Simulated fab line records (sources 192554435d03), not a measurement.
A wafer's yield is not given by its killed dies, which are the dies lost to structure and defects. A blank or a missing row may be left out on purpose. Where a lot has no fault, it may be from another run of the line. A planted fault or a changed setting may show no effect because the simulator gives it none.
fab line records	flow n5-finfet
record: lots: 24	wafers: 72	last-day: 18
route steps=1938 shown BEOL_M9@1421 BEOL_M10@1474
lots untouched by any fault: they come from a run of this same line in which no faults occurred
start-h: hours from the record's first day to the start of the lot's first wafer shown	wait-h: hours since the lot's step before	" same as the row above	L1.1+2: one row covering several wafers at once	- either no value or no given start	* or withheld: withheld	< > ~ a bound
route shown NAME@n: names a module that has steps shown in the file, with the first one's number in the route	usual: mean and standard deviation over wafers with no fault	same: alike in all rows	chamber/n: place in a boat	sites: each site's reading	_std_site: the values' standard deviation	_edge_site: outer sites' mean less inner sites'	radius-mm: how far each site lies from the wafer's centre	mask NAME#n: copy n	behind: the tool/chamber that last shaped the wafer	hold: reason for holding the lot/hours on hold/outcome of the hold	device: the transistor (n, p or np) that didn't switch	end of line: at the end of the route, the tests of the same wafers	a step with no rows: only its recipe	killed: count of dies lost to structure and defects at first sort (not the wafer's yield)	map: shows each die of a wafer: x if killed, . if not, _ if none is there
set.NAME: the run value of the setting; set.NAME@STEP: its run value at that earlier step	model.NAME: the simulator's own value behind a step, which no gauge read
steps of the route over a sample of lots; a table a step, a row a wafer
services: the hour from which a tool's chamber was out of use, counted from the record's first day as start-h (under 0 if before that day), plus the number of hours and why
== steps ==
step: N5_BEOL_M9_STRIP_67
recipe: chemistry: CF4	resist: SiARC	power-w: 300	bias-power-w: 75	pressure-mtorr: 50	cf4-flow-sccm: 150	rf-frequency-hz: 6e+07
usual: drypump-motor-current-A: 5.7/0.41	oes-product-au: 0.81/0.081	rf-vpp-V: 271.4/1.7	showerhead-plenum-p-Torr: 1.81/0.062	throttle-valve-pct: 13.50/0.23
lot.wafer	tool	chamber	start-h	wait-h	drypump-motor-current-A	oes-product-au	rf-hours-counter-h	rf-vpp-V	showerhead-plenum-p-Torr	throttle-valve-pct
L074.1	rie-diel-04	2	206.06	0.0	5.8	0.68	238	271.4	1.84	13.90
L074.2	"	1	"	"	5.7	0.82	81	270.6	1.75	13.29
L074.6	"	1	"	"	5.7	0.82	-	270.7	1.75	13.28
L075.1	rie-diel-04	2	212.20	0.0	5.8	0.69	241	270.7	1.84	13.90
L075.4	"	1	"	"	5.7	0.82	-	270.6	1.75	13.30
L075.5	"	0	"	"	5.8	0.67	-	272.8	1.84	13.94
L076.1	rie-diel-04	0	212.84	0.0	5.8	0.67	256	271.8	1.84	13.95
L076.2	"	1	"	"	5.7	0.81	84	270.0	1.75	13.29
L076.4	"	0	"	"	5.8	0.68	-	273.4	1.84	13.95
L078.3	rie-diel-01	1	215.61	0.0	6.0	0.85	43	273.3	1.90	13.12
L078.5	"	3	"	"	5.4	0.85	-	271.3	1.82	13.46
L078.6	"	1	"	"	5.9	0.85	-	274.0	1.90	13.13
L077.2	rie-diel-04	2	219.86	0.0	5.8	0.68	243	272.2	1.83	13.90
L077.5	"	2	"	"	5.8	0.68	-	272.9	1.83	13.87
L077.6	"	1	"	"	5.7	0.81	-	270.2	1.75	13.31
L079.2	rie-diel-01	1	231.70	0.0	6.0	0.85	49	273.7	1.89	13.15
L079.4	"	2	"	"	5.6	0.97	4	270.1	1.77	13.25
L079.5	"	1	"	"	5.9	0.84	-	274.0	1.89	13.16
L080.3	rie-diel-04	3	250.24	0.0	6.5	0.71	-	269.9	1.71	13.74
L080.5	"	3	"	"	6.5	0.71	-	268.4	1.71	13.74
L080.6	"	3	"	"	6.5	0.71	-	268.2	1.71	13.73
L083.2	rie-diel-01	1	262.85	0.0	6.0	0.83	61	273.5	1.89	13.19
L083.5	"	3	"	"	5.4	0.82	-	270.8	1.81	13.52
L083.6	"	0	"	"	5.1	0.83	-	274.6	1.88	13.49
L081.1	rie-diel-03	0	264.12	0.0	5.2	0.91	8	273.6	1.91	13.41
L081.3	"	3	"	"	4.7	0.81	83	270.0	1.74	13.72
L081.5	"	0	"	"	5.2	0.91	-	273.3	1.91	13.43
L084.2	rie-diel-01	2	264.64	0.0	5.5	0.92	15	270.5	1.76	13.30
L084.3	"	0	"	"	5.1	0.83	76	272.7	1.88	13.49
L084.6	"	1	"	"	6.0	0.82	-	272.5	1.89	13.19
L082.1	rie-diel-01	3	265.52	0.0	5.4	0.83	75	270.7	1.81	13.54
L082.4	"	0	"	"	5.0	0.83	76	273.1	1.88	13.50
L082.5	"	2	"	"	5.6	0.92	-	269.5	1.76	13.29
L085.1	rie-diel-01	1	267.32	0.0	6.0	0.82	64	271.9	1.89	13.18
L085.5	"	2	"	"	5.5	0.93	-	270.2	1.76	13.29
L085.6	"	1	"	"	6.0	0.83	-	273.2	1.89	13.17
L087.1	rie-diel-01	2	267.57	0.0	5.5	0.91	17	270.1	1.76	13.30
L087.3	"	0	"	"	5.1	0.83	77	272.6	1.88	13.49
L087.5	"	1	"	"	6.0	0.82	-	273.3	1.89	13.16
L086.1	rie-diel-04	1	271.10	0.0	5.7	0.81	99	270.1	1.75	13.36
L086.2	"	3	"	"	6.5	0.70	231	268.4	1.70	13.76
L086.3	"	0	"	"	5.8	0.94	6	271.3	1.84	13.37
L089.1	rie-diel-04	3	302.55	0.0	6.5	0.69	241	269.2	1.70	13.79
L089.2	"	0	"	"	5.8	0.91	16	273.6	1.84	13.40
L089.5	"	2	"	"	5.7	0.95	-	271.6	1.83	13.35
L090.3	rie-diel-04	1	303.39	0.0	5.8	0.79	108	270.0	1.74	13.36
L090.5	"	2	"	"	5.8	0.95	-	271.6	1.83	13.34
L090.6	"	3	"	"	6.5	0.70	-	269.0	1.70	13.80
L088.2	rie-diel-04	0	303.64	0.0	5.8	0.91	17	271.6	1.84	13.40
L088.3	"	3	"	"	6.5	0.69	241	269.3	1.70	13.81
L088.5	"	0	"	"	5.7	0.91	-	271.5	1.84	13.38
L092.2	rie-diel-04	2	312.15	0.0	5.8	0.93	11	272.0	1.83	13.36
L092.3	"	1	"	"	5.7	0.79	112	267.9	1.74	13.36
L092.5	"	0	"	"	5.8	0.90	-	270.9	1.84	13.38
L091.2	rie-diel-04	0	312.81	0.0	5.8	0.90	21	271.8	1.84	13.40
L091.4	"	3	"	"	6.5	0.69	246	267.7	1.70	13.80
L091.5	"	1	"	"	5.7	0.78	-	271.2	1.74	13.36
L093.1	rie-diel-03	1	323.01	0.0	5.9	0.82	86	271.1	1.81	13.52
L093.3	"	3	"	"	4.7	0.81	94	268.8	1.74	13.76
L093.6	"	0	"	"	5.2	0.87	-	273.3	1.90	13.43
L095.3	rie-diel-01	1	331.28	0.0	6.0	0.80	80	273.3	1.89	13.21
L095.4	"	1	"	"	6.0	0.80	-	273.3	1.89	13.22
L095.5	"	3	"	"	5.4	0.80	-	271.0	1.81	13.57
L094.2	rie-diel-01	1	334.57	0.0	5.9	0.80	81	274.3	1.89	13.21
L094.3	"	3	"	"	5.4	0.80	101	272.3	1.80	13.58
L094.5	"	0	"	"	5.1	0.80	-	272.1	1.87	13.55
L097.1	rie-diel-04	2	344.59	0.0	5.7	0.91	23	271.9	1.83	13.39
L097.2	"	0	"	"	5.8	0.88	33	271.8	1.83	13.43
L097.3	"	1	"	"	5.7	0.79	122	269.8	1.74	13.38
L096.3	rie-diel-03	3	362.94	0.0	4.7	0.79	106	269.7	1.73	13.79
L096.4	"	2	"	"	5.4	0.78	138	270.2	1.87	13.88
L096.5	"	2	"	"	5.3	0.78	-	271.9	1.87	13.88
step: N5_BEOL_M9_ETCH_65
recipe: chemistry: CF4	target: SiARC	target-depth-a: 156	mask-material: CAR-EUV	time-s: 26	ion-energy-ev: 80	pressure-mtorr: 40	source-w: 545	bias-w: 36	Ar_flow_sccm: 100	cf4-flow-sccm: 100	ends: cleared
usual: drypump-motor-current-A: 5.6/0.43	etch-rf-on-time-s: 25.8/0.41	oes-product-au: 0.71/0.061	rf-vpp-V: 184.4/1.3	showerhead-plenum-p-Torr: 2.17/0.075	throttle-valve-pct: 15.56/0.21
lot.wafer	tool	chamber	start-h	wait-h	drypump-motor-current-A	etch-rf-on-time-s	oes-product-au	rf-hours-counter-h	rf-vpp-V	showerhead-plenum-p-Torr	throttle-valve-pct
L074.1	rie-diel-04	0	207.34	0.0	5.7	25.9	0.58	253	184.3	2.20	15.91
L074.2	"	1	"	"	5.7	26.1	0.70	81	182.8	2.08	15.31
L074.6	"	1	"	"	5.7	26.2	0.69	-	182.6	2.08	15.30
L075.1	rie-diel-01	0	213.24	0.0	5.1	25.9	0.74	57	185.0	2.26	15.51
L075.4	"	0	"	"	5.1	26.0	0.73	-	186.3	2.26	15.50
L075.5	"	1	"	"	6.0	25.6	0.73	-	186.8	2.26	15.15
L076.1	rie-diel-04	1	213.80	0.0	5.7	26.1	0.69	85	182.3	2.08	15.31
L076.2	"	0	"	"	5.8	26.1	0.57	256	186.4	2.20	15.92
L076.4	"	1	"	"	5.7	26.2	0.69	-	181.4	2.08	15.32
L078.3	rie-diel-03	3	217.51	0.0	4.7	26.4	0.72	64	183.6	2.08	15.74
L078.5	"	2	"	"	5.4	25.7	0.70	-	184.5	2.24	15.84
L078.6	"	3	"	"	4.7	26.3	0.71	-	183.1	2.08	15.74
L077.2	rie-diel-01	2	221.73	0.0	5.6	26.0	0.85	0	184.2	2.11	15.34
L077.5	"	2	"	"	5.6	25.9	0.85	-	181.7	2.11	15.34
L077.6	"	3	"	"	5.4	25.2	0.73	-	184.7	2.17	15.54
L079.2	rie-diel-03	1	236.34	0.0	5.9	25.9	0.72	63	183.9	2.17	15.51
L079.4	"	3	"	"	4.7	26.2	0.70	-	182.7	2.08	15.76
L079.5	"	1	"	"	5.9	25.7	0.73	-	183.5	2.17	15.51
L080.3	rie-diel-03	0	252.06	0.0	5.2	24.7	0.82	4	186.2	2.28	15.47
L080.5	"	0	"	"	5.2	24.9	0.81	-	186.6	2.28	15.48
L080.6	"	3	"	"	4.7	25.9	0.70	-	182.8	2.08	15.76
L083.2	rie-diel-01	1	263.54	0.0	6.0	26.0	0.70	62	186.5	2.25	15.19
L083.5	"	1	"	"	6.0	26.0	0.70	-	186.2	2.25	15.19
L083.6	"	0	"	"	5.1	26.1	0.71	-	186.0	2.25	15.55
L084.2	rie-diel-01	1	265.61	0.0	5.9	25.9	0.71	63	186.7	2.26	15.18
L084.3	"	0	"	"	5.1	25.7	0.71	76	188.3	2.25	15.54
L084.6	"	1	"	"	5.9	25.7	0.70	-	185.8	2.25	15.21
L081.1	rie-diel-03	3	265.77	0.0	4.8	26.1	0.69	83	184.0	2.07	15.78
L081.3	"	1	"	"	5.9	25.7	0.72	71	185.1	2.17	15.51
L081.5	"	2	"	"	5.4	25.4	0.69	-	184.5	2.24	15.86
L082.1	rie-diel-03	0	266.69	0.0	5.2	24.5	0.80	9	185.6	2.28	15.48
L082.4	"	3	"	"	4.7	25.8	0.70	84	183.0	2.07	15.78
L082.5	"	2	"	"	5.4	25.7	0.69	-	184.0	2.24	15.87
L087.1	rie-diel-04	0	269.16	0.0	5.8	26.1	0.81	5	184.8	2.20	15.42
L087.3	"	1	"	"	5.7	26.6	0.67	98	182.2	2.08	15.35
L087.5	"	0	"	"	5.8	26.1	0.80	-	185.3	2.20	15.44
L085.1	rie-diel-01	3	269.20	0.0	5.4	25.2	0.71	77	185.3	2.16	15.57
L085.5	"	3	"	"	5.4	25.3	0.72	-	183.8	2.16	15.57
L085.6	"	2	"	"	5.5	25.5	0.79	-	183.1	2.11	15.36
L086.1	rie-diel-04	0	271.80	0.0	5.8	25.3	0.82	6	186.0	2.20	15.44
L086.2	"	3	"	"	6.5	25.7	0.60	231	183.9	2.04	15.78
L086.3	"	1	"	"	5.7	26.1	0.68	99	183.0	2.08	15.33
L090.3	rie-diel-04	2	304.56	0.0	5.7	25.9	0.81	7	183.2	2.19	15.41
L090.5	"	2	"	"	5.8	26.0	0.81	-	184.2	2.19	15.42
L090.6	"	3	"	"	6.5	26.4	0.59	-	182.1	2.03	15.80
L089.1	rie-diel-01	3	304.60	0.0	5.4	24.8	0.71	88	183.9	2.16	15.58
L089.2	"	2	"	"	5.6	25.7	0.76	29	182.5	2.10	15.39
L089.5	"	2	"	"	5.5	25.4	0.77	-	184.0	2.10	15.39
L088.2	rie-diel-04	2	305.22	0.0	5.8	25.6	0.80	8	184.9	2.19	15.41
L088.3	"	3	"	"	6.5	25.7	0.59	242	184.3	2.03	15.78
L088.5	"	3	"	"	6.4	26.1	0.59	-	182.0	2.03	15.78
L091.2	rie-diel-01	2	315.48	0.0	5.5	25.8	0.75	36	182.5	2.10	15.41
L091.4	"	3	"	"	5.4	25.2	0.70	94	184.4	2.16	15.60
L091.5	"	1	"	"	6.0	25.9	0.69	-	184.9	2.25	15.22
L092.2	rie-diel-03	1	315.76	0.0	5.9	25.9	0.70	84	184.5	2.16	15.54
L092.3	"	2	"	"	5.4	25.8	0.68	126	185.5	2.23	15.91
L092.5	"	0	"	"	5.2	25.1	0.76	-	186.0	2.28	15.52
L093.1	rie-diel-04	3	325.51	0.0	6.4	26.0	0.59	250	183.2	2.03	15.81
L093.3	"	1	"	"	5.7	26.1	0.67	118	183.5	2.07	15.39
L093.6	"	1	"	"	5.7	26.2	0.67	-	182.5	2.07	15.36
L095.3	rie-diel-03	1	333.20	0.0	5.9	25.9	0.70	89	185.4	2.16	15.57
L095.4	"	2	"	"	5.4	25.4	0.68	128	184.9	2.23	15.88
L095.5	"	2	"	"	5.4	25.7	0.68	-	184.8	2.23	15.93
L094.2	rie-diel-01	3	336.69	0.0	5.4	25.0	0.70	101	184.6	2.16	15.61
L094.3	"	0	"	"	5.1	26.1	0.69	101	185.5	2.24	15.61
L094.5	"	1	"	"	6.0	25.9	0.69	-	184.7	2.25	15.24
L097.1	rie-diel-01	0	345.68	0.0	5.1	26.2	0.68	104	185.5	2.24	15.60
L097.2	"	3	"	"	5.4	25.3	0.70	104	183.5	2.15	15.61
L097.3	"	1	"	"	6.0	25.9	0.68	84	185.8	2.25	15.25
L096.3	rie-diel-03	3	364.36	0.0	4.8	26.2	0.67	107	182.1	2.07	15.83
L096.4	"	2	"	"	5.4	26.1	0.66	138	185.9	2.23	15.93
L096.5	"	0	"	"	5.2	25.3	0.73	-	185.4	2.27	15.56
step: N5_BEOL_M9_ALD_74
recipe: material: TaN	target-thk-a: 20	temp-c: 275	ald-precursor-family: PDMAT	ald-co-reactant: NH3	pressure-torr: 3	carrier-flow-sccm: 1500	pulse-time-s: 2	purge-time-s: 3	co-reactant-purge-time-s: 2	co-reactant-pulse-time-s: 3	ald-cycles: 40	precursor-vessel-temp-c: 75	precursor-vessel-pressure-torr: 26.25	precursor-vessel-carrier-sccm: 1000
usual: heater-power-outer-w: 234/27	heater-power-w: 429/40
lot.wafer	tool	chamber	start-h	wait-h	heater-power-outer-w	heater-power-w	since-wet-clean-h
L074.1	ald-metal-01	0	208.36	0.0	230	402	4487
L074.2	"	1	"	"	287	506	4487
L074.6	"	0	"	"	228	398	-
L075.1	ald-metal-01	2	214.80	0.0	195	363	4493
L075.4	"	0	"	"	222	395	4493
L075.5	"	3	"	"	225	423	-
L076.1	ald-metal-02	3	215.07	0.1	250	432	6032
L076.2	"	2	"	"	252	452	6032
L076.4	"	1	"	"	204	391	6032
L078.3	ald-metal-02	3	219.06	0.1	247	436	6036
L078.5	"	3	"	"	245	427	-
L078.6	"	2	"	"	269	451	-
L077.2	ald-metal-02	2	223.58	0.0	260	454	6040
L077.5	"	2	"	"	267	456	-
L077.6	"	3	"	"	258	445	-
L079.2	ald-metal-02	0	237.62	0.2	225	448	6054
L079.4	"	1	"	"	198	388	6054
L079.5	"	2	"	"	260	466	-
L080.3	ald-metal-04	2	253.63	0.0	221	422	2993
L080.5	"	2	"	"	220	415	-
L080.6	"	1	"	"	282	486	-
L083.2	ald-metal-01	1	264.61	0.0	284	498	4543
L083.5	"	3	"	"	233	418	-
L083.6	"	2	"	"	199	361	-
L084.2	ald-metal-02	3	266.73	0.0	254	438	6084
L084.3	"	1	"	"	198	380	6084
L084.6	"	0	"	"	226	449	-
L081.1	ald-metal-01	1	266.94	0.0	282	508	4545
L081.3	"	3	"	"	227	412	4545
L081.5	"	3	"	"	234	412	-
L082.1	ald-metal-04	1	267.96	0.1	284	490	3008
L082.4	"	2	"	"	229	414	3008
L082.5	"	1	"	"	287	491	-
L085.1	ald-metal-04	3	270.97	0.1	204	396	3011
L085.5	"	3	"	"	201	392	-
L085.6	"	0	"	"	229	441	-
L087.1	ald-metal-02	2	270.97	0.2	260	467	6088
L087.3	"	0	"	"	230	465	6088
L087.5	"	0	"	"	221	450	-
L086.1	ald-metal-02	3	272.82	0.0	245	426	6090
L086.2	"	1	"	"	197	393	6090
L086.3	"	0	"	"	231	465	6090
L090.3	ald-metal-01	2	305.78	0.0	192	357	4584
L090.5	"	2	"	"	196	351	-
L090.6	"	1	"	"	280	524	-
L089.1	ald-metal-02	2	305.96	0.1	263	454	6123
L089.2	"	3	"	"	244	429	6123
L089.5	"	1	"	"	201	386	-
L088.2	ald-metal-02	3	306.46	0.0	256	434	6123
L088.3	"	2	"	"	257	445	6123
L088.5	"	0	"	"	232	453	-
L091.2	ald-metal-01	1	318.14	0.0	279	512	4596
L091.4	"	0	"	"	224	404	4596
L091.5	"	2	"	"	204	365	-
L092.2	ald-metal-04	0	318.22	0.0	226	442	3058
L092.3	"	1	"	"	280	481	3058
L092.5	"	1	"	"	284	489	-
L093.1	ald-metal-04	0	326.81	0.0	222	444	3067
L093.3	"	1	"	"	279	496	3067
L093.6	"	1	"	"	283	494	-
L095.3	ald-metal-01	0	334.26	0.0	230	404	4613
L095.4	"	3	"	"	238	417	4613
L095.5	"	2	"	"	200	355	-
L094.2	ald-metal-04	0	337.82	0.1	232	441	3078
L094.3	"	2	"	"	227	409	3078
L094.5	"	0	"	"	225	435	-
L097.1	ald-metal-01	2	347.10	0.1	199	357	4625
L097.2	"	0	"	"	232	397	4625
L097.3	"	1	"	"	285	520	4625
L096.3	ald-metal-02	3	365.69	0.0	244	444	15
L096.4	"	1	"	"	196	372	15
L096.5	"	0	"	"	212	416	-
step: N5_BEOL_M9_DEP_56
recipe: material: SiCN	target-thk-a: 150	temp-c: withheld	precursor: 3MS/NH3	pressure-torr: 3	rf-w: 202	time-s: 26.5
usual: showerhead-plenum-p-Torr: 3.666/0.012	throttle-valve-pct: 9.2/0.42
same: time-s: 26.5
lot.wafer	tool	chamber	start-h	wait-h	showerhead-plenum-p-Torr	since-wet-clean-h	throttle-valve-pct
L074.1	pecvd-03	1	210.37	0.0	3.691	1820	9.2
L074.2	"	0	"	"	3.670	1095	9.3
L074.6	"	0	"	"	3.667	-	9.2
L075.1	pecvd-01	1	216.19	0.0	3.658	1464	9.4
L075.4	"	0	"	"	3.671	-	9.7
L075.5	"	1	"	"	3.660	-	9.5
L076.1	pecvd-03	0	216.84	0.0	3.655	1102	9.2
L076.2	"	1	"	"	3.678	1827	8.8
L076.4	"	2	"	"	3.645	-	9.1
L078.3	pecvd-01	0	220.97	0.0	3.663	-	10.1
L078.5	"	0	"	"	3.659	-	10.0
L078.6	"	1	"	"	3.654	-	9.2
L077.2	pecvd-03	1	225.00	0.0	3.687	1835	9.3
L077.5	"	0	"	"	3.672	-	9.4
L077.6	"	2	"	"	3.647	-	9.0
L079.2	pecvd-01	0	243.36	0.0	3.660	766	9.9
L079.4	"	0	"	"	3.656	-	10.0
L079.5	"	1	"	"	3.652	-	9.4
L080.3	pecvd-02	0	255.18	0.0	3.667	1322	9.2
L080.5	"	2	"	"	3.674	-	8.8
L080.6	"	1	"	"	3.665	-	8.9
L083.2	pecvd-01	2	267.08	0.0	3.671	36	9.0
L083.5	"	1	"	"	3.659	-	9.8
L083.6	"	2	"	"	3.669	-	8.9
L084.2	pecvd-01	0	268.43	0.0	3.661	791	10.1
L084.3	"	1	"	"	3.656	1516	9.5
L084.6	"	1	"	"	3.657	-	9.6
L081.1	pecvd-03	2	268.57	0.0	3.656	400	9.3
L081.3	"	1	"	"	3.683	1879	8.8
L081.5	"	2	"	"	3.650	-	9.3
L082.1	pecvd-02	1	270.90	0.0	3.660	2062	8.8
L082.4	"	1	"	"	3.657	-	9.1
L082.5	"	0	"	"	3.677	-	9.4
L087.1	pecvd-01	1	272.31	0.0	3.652	1520	9.7
L087.3	"	0	"	"	3.666	795	10.0
L087.5	"	2	"	"	3.672	-	9.1
L085.1	pecvd-03	0	272.58	0.0	3.665	1158	9.2
L085.5	"	0	"	"	3.678	-	9.4
L085.6	"	1	"	"	3.679	-	9.1
L086.1	pecvd-03	2	275.80	0.0	3.649	407	9.5
L086.2	"	0	"	"	3.673	1161	9.4
L086.3	"	1	"	"	3.681	1886	9.0
L090.3	pecvd-01	2	307.87	0.0	3.668	76	8.9
L090.5	"	2	"	"	3.669	-	8.9
L090.6	"	1	"	"	3.665	-	9.7
L089.1	pecvd-03	1	308.41	0.0	3.687	1919	9.0
L089.2	"	2	"	"	3.652	440	9.1
L089.5	"	0	"	"	3.667	-	9.2
L088.2	pecvd-01	2	309.32	0.0	3.666	78	8.8
L088.3	"	0	"	"	3.655	832	10.0
L088.5	"	2	"	"	3.666	-	8.7
L091.2	pecvd-03	0	319.53	0.0	3.663	1205	9.2
L091.4	"	2	"	"	3.657	-	9.0
L091.5	"	1	"	"	3.680	-	9.2
L092.2	pecvd-03	1	319.80	0.0	3.680	1930	9.2
L092.3	"	0	"	"	3.663	1205	9.1
L092.5	"	2	"	"	3.656	-	9.2
L093.1	pecvd-02	0	328.27	0.0	3.673	1395	9.2
L093.3	"	2	"	"	3.675	613	8.5
L093.6	"	2	"	"	3.665	-	8.7
L095.3	pecvd-03	0	335.70	0.0	3.671	1221	8.9
L095.4	"	1	"	"	3.686	-	9.4
L095.5	"	2	"	"	3.657	-	9.2
L094.2	pecvd-02	0	340.08	0.0	3.665	1406	9.3
L094.3	"	1	"	"	3.651	2131	8.7
L094.5	"	1	"	"	3.655	-	8.6
L097.1	pecvd-03	1	348.78	0.0	3.699	1959	9.0
L097.2	"	2	"	"	3.648	480	9.3
L097.3	"	0	"	"	3.669	1234	9.4
L096.3	pecvd-02	2	367.46	0.0	3.676	652	8.6
L096.4	"	1	"	"	3.666	-	8.9
L096.5	"	0	"	"	3.665	-	9.5
step: N5_BEOL_M9_RS_MEAS_57
recipe: thk-meas-gauge: four-point-probe	reads: Cu_of_BEOL_M9_ECD_50+Co_of_BEOL_M9_CVD_78+TaN_of_BEOL_M9_ALD_74
usual: M9_RS: 0.1510/0.0029
lot.wafer	tool	chamber	start-h	wait-h	M9_RS[ohm/sq]
L074.1	film-metro-02	-	210.44	0.1	0.1510
L074.2	"	-	"	"	0.1517
L074.6	"	-	"	"	0.1518
L075.1	film-metro-02	-	216.30	0.1	0.1539
L075.4	"	-	"	"	0.1519
L075.5	"	-	"	"	0.1504
L076.1	film-metro-02	-	216.91	0.1	0.1522
L076.2	"	-	"	"	0.1533
L076.4	"	-	"	"	0.1521
L078.3	film-metro-01	-	221.05	0.1	0.1509
L078.5	"	-	"	"	0.1522
L078.6	"	-	"	"	0.1523
L077.2	film-metro-02	-	225.08	0.1	0.1499
L077.5	"	-	"	"	0.1510
L077.6	"	-	"	"	0.1436
L079.2	film-metro-02	-	243.43	0.1	0.1511
L079.4	"	-	"	"	0.1527
L079.5	"	-	"	"	0.1542
L080.3	film-metro-02	-	255.25	0.1	0.1426
L080.5	"	-	"	"	0.1427
L080.6	"	-	"	"	0.1491
L083.2	film-metro-01	-	267.16	0.1	0.1516
L083.5	"	-	"	"	0.1508
L083.6	"	-	"	"	0.1534
L084.2	film-metro-01	-	268.51	0.1	0.1518
L084.3	"	-	"	"	0.1517
L084.6	"	-	"	"	0.1507
L081.1	film-metro-01	-	268.65	0.1	0.1523
L081.3	"	-	"	"	0.1525
L081.5	"	-	"	"	0.1509
L082.1	film-metro-01	-	270.98	0.1	0.1470
L082.4	"	-	"	"	0.1536
L082.5	"	-	"	"	0.1518
L087.1	film-metro-01	-	272.38	0.1	0.1498
L087.3	"	-	"	"	0.1505
L087.5	"	-	"	"	0.1488
L085.1	film-metro-01	-	272.65	0.1	0.1472
L085.5	"	-	"	"	0.1456
L085.6	"	-	"	"	0.1507
L086.1	film-metro-02	-	275.88	0.1	0.1543
L086.2	"	-	"	"	0.1561
L086.3	"	-	"	"	0.1544
L090.3	film-metro-02	-	307.94	0.1	0.1501
L090.5	"	-	"	"	0.1498
L090.6	"	-	"	"	0.1564
L089.1	film-metro-01	-	308.48	0.1	0.1474
L089.2	"	-	"	"	0.1515
L089.5	"	-	"	"	0.1497
L088.2	film-metro-02	-	309.39	0.1	0.1506
L088.3	"	-	"	"	0.1520
L088.5	"	-	"	"	0.1534
L091.2	film-metro-02	-	319.60	0.1	0.1516
L091.4	"	-	"	"	0.1468
L091.5	"	-	"	"	0.1536
L092.2	film-metro-01	-	319.88	0.1	0.1517
L092.3	"	-	"	"	0.1504
L092.5	"	-	"	"	0.1439
L093.1	film-metro-01	-	328.35	0.1	0.1566
L093.3	"	-	"	"	0.1533
L093.6	"	-	"	"	0.1545
L095.3	film-metro-01	-	335.77	0.1	0.1523
L095.4	"	-	"	"	0.1509
L095.5	"	-	"	"	0.1534
L094.2	film-metro-02	-	340.17	0.1	0.1470
L094.3	"	-	"	"	0.1505
L094.5	"	-	"	"	0.1505
L097.1	film-metro-01	-	348.86	0.1	0.1521
L097.2	"	-	"	"	0.1469
L097.3	"	-	"	"	0.1510
L096.3	film-metro-01	-	367.53	0.1	0.1519
L096.4	"	-	"	"	0.1507
L096.5	"	-	"	"	0.1462
step: N5_BEOL_M10_HM_DEP_02
recipe: material: TiN	target-thk-a: 200	temp-c: 25	chamber-pressure-pa: 0.49996
usual: throttle-valve-pct: 29.7/1
lot.wafer	tool	chamber	start-h	wait-h	throttle-valve-pct
L074.1	pvd-sputter-03	-	211.49	0.3	30.8
L074.2	"	-	"	"	29.8
L074.6	"	-	"	"	28.9
L075.1	pvd-sputter-02	-	217.72	0.7	29.8
L075.4	"	-	"	"	29.7
L075.5	"	-	"	"	30.3
L076.1	pvd-sputter-03	-	218.80	1.0	29.7
L076.2	"	-	"	"	31.5
L076.4	"	-	"	"	28.6
L078.3	pvd-sputter-03	-	223.56	1.3	31.4
L078.5	"	-	"	"	30.9
L078.6	"	-	"	"	28.9
L077.2	pvd-sputter-01	-	226.82	1.0	29.3
L077.5	"	-	"	"	28.9
L077.6	"	-	"	"	30.5
L079.2	pvd-sputter-01	-	246.12	2.0	28.6
L079.4	"	-	"	"	30.2
L079.5	"	-	"	"	29.0
L080.3	pvd-sputter-03	-	257.12	1.2	28.9
L080.5	"	-	"	"	30.7
L080.6	"	-	"	"	28.7
L083.2	pvd-sputter-03	-	269.89	1.6	30.8
L083.5	"	-	"	"	31.5
L083.6	"	-	"	"	28.9
L084.2	pvd-sputter-03	-	270.09	0.9	31.1
L084.3	"	-	"	"	28.9
L084.6	"	-	"	"	28.7
L081.1	pvd-sputter-03	-	270.19	0.8	29.9
L081.3	"	-	"	"	31.7
L081.5	"	-	"	"	28.9
L082.1	pvd-sputter-02	-	272.22	0.4	29.7
L082.4	"	-	"	"	29.9
L082.5	"	-	"	"	27.8
L087.1	pvd-sputter-01	-	273.13	0.0	29.8
L087.3	"	-	"	"	30.4
L087.5	"	-	"	"	30.2
L085.1	pvd-sputter-01	-	275.79	2.2	28.5
L085.5	"	-	"	"	28.8
L085.6	"	-	"	"	30.1
L086.1	pvd-sputter-03	-	276.68	0.1	29.9
L086.2	"	-	"	"	30.9
L086.3	"	-	"	"	28.7
L090.3	pvd-sputter-01	-	309.88	1.2	30.0
L090.5	"	-	"	"	28.5
L090.6	"	-	"	"	30.6
L089.1	pvd-sputter-01	-	310.08	0.9	30.4
L089.2	"	-	"	"	28.8
L089.5	"	-	"	"	30.2
L088.2	pvd-sputter-02	-	310.44	0.3	29.7
L088.3	"	-	"	"	27.6
L088.5	"	-	"	"	29.7
L091.2	pvd-sputter-02	-	322.93	2.6	30.7
L091.4	"	-	"	"	29.7
L091.5	"	-	"	"	27.8
L092.2	pvd-sputter-02	-	323.03	2.4	29.6
L092.3	"	-	"	"	30.6
L092.5	"	-	"	"	27.8
L093.1	pvd-sputter-01	-	329.46	0.4	30.1
L093.3	"	-	"	"	29.2
L093.6	"	-	"	"	28.8
L095.3	pvd-sputter-02	-	337.42	0.9	30.7
L095.4	"	-	"	"	27.8
L095.5	"	-	"	"	30.1
L094.2	pvd-sputter-02	-	343.39	2.0	30.8
L094.3	"	-	"	"	27.6
L094.5	"	-	"	"	29.8
L097.1	pvd-sputter-02	-	351.52	2.0	27.9
L097.2	"	-	"	"	29.9
L097.3	"	-	"	"	30.0
L096.3	pvd-sputter-02	-	369.28	1.0	29.5
L096.4	"	-	"	"	30.4
L096.5	"	-	"	"	30.1
== services ==
tool	chamber	start-h	hours	kind
rie-diel-04	3	185.77	45.5	repair
pecvd-02	-	201.61	23.4	repair
pvd-sputter-02	-	222.72	1.7	repair
pecvd-01	-	240.01	0.7	repair
rie-diel-04	0	242.16	-	clean
rie-diel-04	0	242.16	-	consumable-replace:focus-ring
rie-diel-04	1	246.44	6.6	repair
ald-metal-04	-	247.48	4.3	pm
rie-diel-04	2	248.61	3.7	repair
pecvd-03	-	255.30	4.5	repair
pecvd-02	-	256.26	0.7	repair
rie-diel-01	0	269.66	2.1	repair
pecvd-01	1	275.40	12.4	repair
rie-diel-01	0	275.75	4.7	repair
rie-diel-03	3	282.13	10.9	repair
rie-diel-03	-	298.97	15.6	pm
pecvd-01	0	310.41	16.1	repair
rie-diel-01	2	321.53	13.2	repair
rie-diel-04	1	326.25	8.7	repair
rie-diel-04	3	329.91	4.1	repair
ald-metal-02	-	337.25	14.0	pm
rie-diel-04	2	347.19	1.6	repair
pecvd-03	-	354.52	5.5	pm
rie-diel-03	-	367.22	0.3	repair
== key ==
fault none
